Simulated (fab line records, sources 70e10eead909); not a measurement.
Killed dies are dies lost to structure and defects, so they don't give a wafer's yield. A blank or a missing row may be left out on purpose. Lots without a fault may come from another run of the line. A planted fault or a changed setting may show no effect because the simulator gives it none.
A struck lot beside a sound one | flow nand_harc | 15 steps out of a route of 1302
Sound: wafers L828.2, L828.4, L828.5. Struck: wafers L838.1, L838.2, L838.6. The cause comes at the end.
At each step with rows: each side's tool, then ch and its chambers, then its first start. Under that, the readings that differ: sound wafers | struck wafers | difference of the means | sigmas: that difference in standard deviations of wafers without a fault.
alike: readings whose means differ by less than 2 such deviations, and words and numbers that are the same on both sides. not compared: withheld readings, readings that some wafer has no value for, bounds like >300 that may hide the same value, and numbers for which the record gives no deviation and whose values overlap.
The two part at a step that has a row with sigmas, a row that says differs or no value, or rows on one side only. Numbers that don't overlap but have no deviation are shown without sigmas and don't part them. A reading that every wafer of one side lacks parts them only if that side has two wafers or more.

first, 4 steps without rows for these wafers: NHARC_A_DECK1_JOINT_CURE_26 (time 32 s); NHARC_A_DECK1_JOINT_ANNEAL_27 (time 3600 s); NHARC_A_DECK1_JOINT_ANNEAL_28 (time 1800 s); NHARC_A_DECK1_JOINT_ANNEAL_29 (time 1800 s).
NHARC_A_DECK1_JOINT_CMP_02: polishes SiOx.
  sound on cmp-02 ch 0,1,2, day 14 07:27; struck on cmp-04 ch 2,3, day 18 07:53
  alike: edge_zone_pressure_frac, motor_current_A
  not compared: pad_life_wafers
then, 1 step without rows for these wafers: NHARC_A_DECK1_JOINT_SRD_15.
NHARC_A_DECK1_JOINT_DEP_16: deposits SiO2, target thk 45 nm.
  sound on pecvd-03 ch 0,1,2, day 14 07:50; struck on pecvd-04 ch 1,2, day 18 08:17
  alike: heater_power_w, throttle_valve_pct
NHARC_A_DECK1_JOINT_THK_MEAS_17: measures by ellipsometry.
  sound on film_metro-02, day 14 08:05; struck on film_metro-02, day 18 08:34
  alike: thk_nm
NHARC_A_DECK1_JOINT_INSPECT_05:
  sound on defect_inspect-02, day 14 08:08; struck on defect_inspect-01, day 18 08:36
  alike: raw_defect_count
then, 1 step without rows for these wafers: NHARC_A_ONON_D2_DEP_00 (target thk 1000 nm).
NHARC_A_ONON_D2_THK_MEAS_02: measures by ellipsometry.
  sound on film_metro-02, day 14 08:43; struck on film_metro-02, day 18 09:11
  alike: thk_nm
NHARC_A_ONON_D2_DEP_03: target thk 1000 nm.
  sound on pecvd_onon-03 ch 0, day 14 08:49; struck on pecvd_onon-01 ch 0, day 18 09:22
  alike: sih4_flow_sccm
NHARC_A_ONON_D2_THK_MEAS_05: measures by ellipsometry.
  sound on film_metro-01, day 14 09:16; struck on film_metro-02, day 18 09:53
  reading     | sound          | struck      | difference | sigmas
  thk_nm (nm) | 1004 1002 1002 | 652 653 654 | -350       | -35
then, 1 step without rows for these wafers: NHARC_A_ONON_D2_DEP_06 (target thk 1000 nm).
-- the record jumps here: 12 days lie between the struck wafers' starts before and after (it left off in module A_ONON_D2 and takes up again in module END, whose first step shown is number 1302 of the route) --
NHARC_END_SORT_01:
  the record has rows for the struck wafers here (prober-01 ch 0, day 30 04:47) and none for the sound ones

WHERE THEY PART
First at NHARC_A_ONON_D2_THK_MEAS_05; last, within this record, at NHARC_END_SORT_01.

WHY: what the simulator had put in
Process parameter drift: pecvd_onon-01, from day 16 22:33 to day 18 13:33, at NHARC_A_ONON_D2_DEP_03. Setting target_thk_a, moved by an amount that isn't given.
